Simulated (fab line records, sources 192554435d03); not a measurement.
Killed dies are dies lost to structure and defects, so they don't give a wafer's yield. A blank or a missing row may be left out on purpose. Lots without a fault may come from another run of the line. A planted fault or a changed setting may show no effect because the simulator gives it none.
Chamber matching | flow n5_finfet | N5_MOL_CONTACT_COAG_ETCHBACK_135 on rie_diel-02: 4 sister chambers
The step etches SiO2 in CHF3, target depth 25 nm, time 16.7 s. 30 wafers are shown with their chamber, then 12 later ones without.

WAFERS WITH THEIR CHAMBER
wafer  | chamber | showerhead_plenum_p_Torr (Torr) | throttle_valve_pct (%) | drypump_motor_current_A (A)
L074.2 | 0       | 2.46                            | 18.39                  | 6.2
L074.5 | 0       | 2.46                            | 18.42                  | 6.3
L074.6 | 3       | 2.55                            | 18.75                  | 6.0
L075.2 | 0       | 2.46                            | 18.38                  | 6.3
L075.3 | 3       | 2.55                            | 18.73                  | 5.9
L075.5 | 0       | 2.46                            | 18.41                  | 6.2
L076.1 | 3       | 2.54                            | 18.75                  | 6.0
L076.2 | 2       | 2.40                            | 18.60                  | 5.6
L076.5 | 3       | 2.54                            | 18.73                  | 6.0
L080.1 | 0       | 2.46                            | 18.42                  | 6.3
L080.3 | 1       | 2.52                            | 18.28                  | 6.5
L080.4 | 2       | 2.39                            | 18.60                  | 5.7
L081.2 | 3       | 2.54                            | 18.74                  | 6.0
L081.5 | 2       | 2.39                            | 18.60                  | 5.7
L081.6 | 1       | 2.52                            | 18.28                  | 6.5
L082.1 | 0       | 2.46                            | 18.44                  | 6.3
L082.5 | 3       | 2.54                            | 18.77                  | 6.0
L082.6 | 2       | 2.39                            | 18.61                  | 5.7
L083.1 | 1       | 2.52                            | 18.28                  | 6.5
L083.3 | 0       | 2.46                            | 18.42                  | 6.2
L083.4 | 2       | 2.39                            | 18.61                  | 5.7
L086.3 | 0       | 2.45                            | 18.43                  | 6.2
L086.4 | 2       | 2.39                            | 18.63                  | 5.7
L086.5 | 3       | 2.53                            | 18.78                  | 6.0
L087.1 | 3       | 2.54                            | 18.78                  | 6.0
L087.4 | 2       | 2.39                            | 18.62                  | 5.6
L087.5 | 3       | 2.54                            | 18.78                  | 6.0
L088.1 | 3       | 2.53                            | 18.79                  | 6.0
L088.3 | 1       | 2.52                            | 18.30                  | 6.5
L088.6 | 3       | 2.53                            | 18.79                  | 6.0

SIGNATURES (means of the wafers above)
reading                  | chamber 0 | chamber 1 | chamber 2 | chamber 3 | scatter within a chamber
showerhead_plenum_p_Torr | 2.4588    | 2.5200    | 2.3914    | 2.5391    | 0.00505
throttle_valve_pct       | 18.4138   | 18.2850   | 18.6100   | 18.7627   | 0.0189
drypump_motor_current_A  | 6.250     | 6.500     | 5.671     | 5.991     | 0.0408
Rule: a wafer's distance from a chamber is the root of the sum, over the readings, of the square of ((its reading less the chamber's mean) divided by the reading's scatter). The wafer belongs to the nearest chamber; if the next one is less than 2 further off, it can't be placed. The scatter: the root of (the sum of the squares of (reading less its chamber's mean) over the shown wafers, divided by (wafers less chambers)).

WAFERS WITHOUT THEIR CHAMBER
wafer  | showerhead_plenum_p_Torr (Torr) | throttle_valve_pct (%) | drypump_motor_current_A (A)
L089.1 | 2.45                            | 18.45                  | 6.2
L089.3 | 2.52                            | 18.31                  | 6.5
L089.5 | 2.39                            | 18.64                  | 5.7
L092.4 | 2.45                            | 18.47                  | 6.2
L092.5 | 2.39                            | 18.65                  | 5.7
L092.6 | 2.52                            | 18.30                  | 6.5
L093.2 | 2.51                            | 18.32                  | 6.5
L093.4 | 2.45                            | 18.46                  | 6.2
L093.5 | 2.53                            | 18.80                  | 6.0
L095.1 | 2.45                            | 18.46                  | 6.2
L095.4 | 2.38                            | 18.66                  | 5.6
L095.5 | 2.51                            | 18.33                  | 6.5

WHICH CHAMBER EACH WENT THROUGH
wafer  | from the rows above | in truth
L089.1 | 0                   | 0
L089.3 | 1                   | 1
L089.5 | 2                   | 2
L092.4 | 0                   | 0
L092.5 | 2                   | 2
L092.6 | 1                   | 1
L093.2 | 1                   | 1
L093.4 | 0                   | 0
L093.5 | 3                   | 3
L095.1 | 0                   | 0
L095.4 | 2                   | 2
L095.5 | 1                   | 1
Placed correctly: 12 of 12. Can't be placed from these rows: 0. Placed wrongly: 0.
